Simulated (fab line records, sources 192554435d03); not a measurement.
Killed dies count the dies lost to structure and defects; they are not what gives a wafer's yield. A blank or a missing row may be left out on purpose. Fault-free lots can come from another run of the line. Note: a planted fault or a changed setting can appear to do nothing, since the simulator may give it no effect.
Matching of chambers	flow n5-finfet	rie-diel-01 running N5_ZERO_LAYER_DESCUM_16: 4 sister chambers
The step chemistry O2, time 7.9 s. 24 wafers are shown with their chamber, then 12 later ones without.

== WAFERS, EACH WITH ITS CHAMBER ==
wafer	chamber	throttle-valve-pct (%)	showerhead-plenum-p-Torr (Torr)	oes-product-au (a.u.)
L074.1	0	20.65	2.20	0.83
L074.3	2	20.63	2.12	0.82
L074.5	0	20.65	2.20	0.82
L078.1	0	20.66	2.20	0.81
L078.3	3	20.81	2.10	0.74
L078.5	3	20.82	2.10	0.74
L082.2	0	20.66	2.20	0.81
L082.3	2	20.66	2.11	0.80
L082.4	3	20.83	2.10	0.73
L084.1	0	20.66	2.19	0.81
L084.2	3	20.82	2.10	0.73
L084.4	2	20.66	2.11	0.81
L085.2	0	20.68	2.19	0.81
L085.4	2	20.67	2.11	0.80
L085.6	1	20.24	2.15	0.70
L086.3	0	20.68	2.19	0.81
L086.4	2	20.68	2.11	0.79
L086.5	0	20.68	2.19	0.80
L090.1	1	20.26	2.15	0.71
L090.3	0	20.68	2.19	0.80
L090.6	1	20.27	2.15	0.71
L091.1	2	20.68	2.11	0.78
L091.2	3	20.84	2.09	0.72
L091.3	0	20.69	2.19	0.81

SIGNATURES, as means of the wafers listed above
reading	chamber 0	chamber 1	chamber 2	chamber 3	scatter within a chamber
throttle-valve-pct	20.6690	20.2567	20.6633	20.8240	0.0152
showerhead-plenum-p-Torr	2.1940	2.1500	2.1117	2.0980	0.00449
oes-product-au	0.8110	0.7067	0.8000	0.7320	0.0101
Rule: distance of a wafer from a chamber = root of the sum over the readings of ((wafer's reading minus chamber's mean) / reading's scatter) squared. The wafer belongs to the nearest chamber; if the next one is less than 2 further off, it can't be placed. The scatter: take each reading less its chamber's mean, square it, sum over the shown wafers, divide by the number of wafers less the number of chambers, and take the root.

== WAFERS WITH NO CHAMBER GIVEN ==
wafer	throttle-valve-pct (%)	showerhead-plenum-p-Torr (Torr)	oes-product-au (a.u.)
L092.2	20.69	2.11	0.79
L092.4	20.85	2.09	0.72
L092.6	20.69	2.19	0.79
L093.2	20.70	2.19	0.80
L093.3	20.85	2.09	0.71
L093.6	20.85	2.09	0.72
L094.3	20.69	2.19	0.78
L094.4	20.67	2.10	0.78
L094.5	20.68	2.10	0.77
L095.2	20.69	2.19	0.79
L095.5	20.70	2.19	0.79
L095.6	20.88	2.09	0.71

== WHICH CHAMBER EACH WENT THROUGH ==
wafer	from the rows above	in truth
L092.2	2	2
L092.4	3	3
L092.6	0	0
L093.2	0	0
L093.3	3	3
L093.6	3	3
L094.3	0	0
L094.4	2	2
L094.5	2	2
L095.2	0	0
L095.5	0	0
L095.6	3	3
Correct placement for 12 of the 12. Left unplaced by these rows: 0. Placed wrongly: 0.
